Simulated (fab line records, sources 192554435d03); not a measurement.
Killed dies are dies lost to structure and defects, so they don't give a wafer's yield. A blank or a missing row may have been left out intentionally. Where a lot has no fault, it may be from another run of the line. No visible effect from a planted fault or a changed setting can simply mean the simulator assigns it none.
Matching of chambers -- flow n5Finfet -- rieDiel-03 running N5_SD_EPI_P_ETCH_16: 4 sister chambers
The step etches SiO2 in CHF3/O2, target depth 5 nm. 20 wafers are shown with their chamber, then 10 later ones without.

WAFERS PAIRED WITH THEIR CHAMBERS
wafer,chamber,showerheadPlenumPTorr (Torr),drypumpMotorCurrentA (A),throttleValvePct (%)
L075.1,0,2.37,5.6,18.3
L075.2,1,2.52,6.1,19.3
L075.3,2,2.37,6.3,18.9
L077.4,1,2.52,6.1,19.3
L077.5,0,2.37,5.6,18.3
L077.6,3,2.52,6.4,18.8
L079.2,3,2.52,6.3,18.8
L079.4,2,2.37,6.3,19.0
L079.6,1,2.52,6.1,19.3
L084.1,3,2.52,6.3,18.8
L084.3,0,2.36,5.6,18.3
L084.6,1,2.51,6.1,19.3
L085.1,3,2.52,6.4,18.8
L085.2,1,2.51,6.1,19.3
L085.3,0,2.36,5.6,18.3
L085.4,1,2.51,6.1,19.3
L085.5,3,2.52,6.3,18.9
L085.6,0,2.36,5.6,18.3
L086.3,0,2.36,5.6,18.3
L086.4,1,2.51,6.1,19.3

SIGNATURES, as means of the wafers listed above
reading,chamber 0,chamber 1,chamber 2,chamber 3,scatter within a chamber
showerheadPlenumPTorr,2.3633,2.5143,2.3700,2.5200,0.00436
drypumpMotorCurrentA,5.600,6.100,6.300,6.340,0.0274
throttleValvePct,18.300,19.300,18.950,18.820,0.0285
Rule: for each reading, subtract the chamber's mean from the wafer's reading, divide by that reading's scatter and square the result; add these up over the readings and take the root, which gives the wafer's distance from the chamber. If the next closest chamber is less than 2 further off than the closest, the wafer can't be placed; otherwise it belongs to the closest. The scatter is the square root of a quotient: the sum, over the shown wafers, of each reading's squared deviation from its chamber's mean, divided by wafers minus chambers.

WAFERS MISSING THEIR CHAMBER
wafer,showerheadPlenumPTorr (Torr),drypumpMotorCurrentA (A),throttleValvePct (%)
L086.5,2.37,6.3,18.6
L087.2,2.51,6.3,18.8
L087.3,2.37,6.3,18.6
L087.6,2.51,6.1,19.3
L096.1,2.35,5.6,18.3
L096.2,2.36,6.3,18.6
L096.3,2.51,6.3,18.9
L097.1,2.50,6.1,19.3
L097.2,2.35,5.6,18.3
L097.4,2.51,6.3,18.9

THE CHAMBER EACH PASSED THROUGH
wafer,from the rows above,in truth
L086.5,2,2
L087.2,3,3
L087.3,2,2
L087.6,1,1
L096.1,0,0
L096.2,2,2
L096.3,3,3
L097.1,1,1
L097.2,0,0
L097.4,3,3
Correct placement for 10 of the 10. Left unplaced by these rows: 0. 0 placed wrongly.
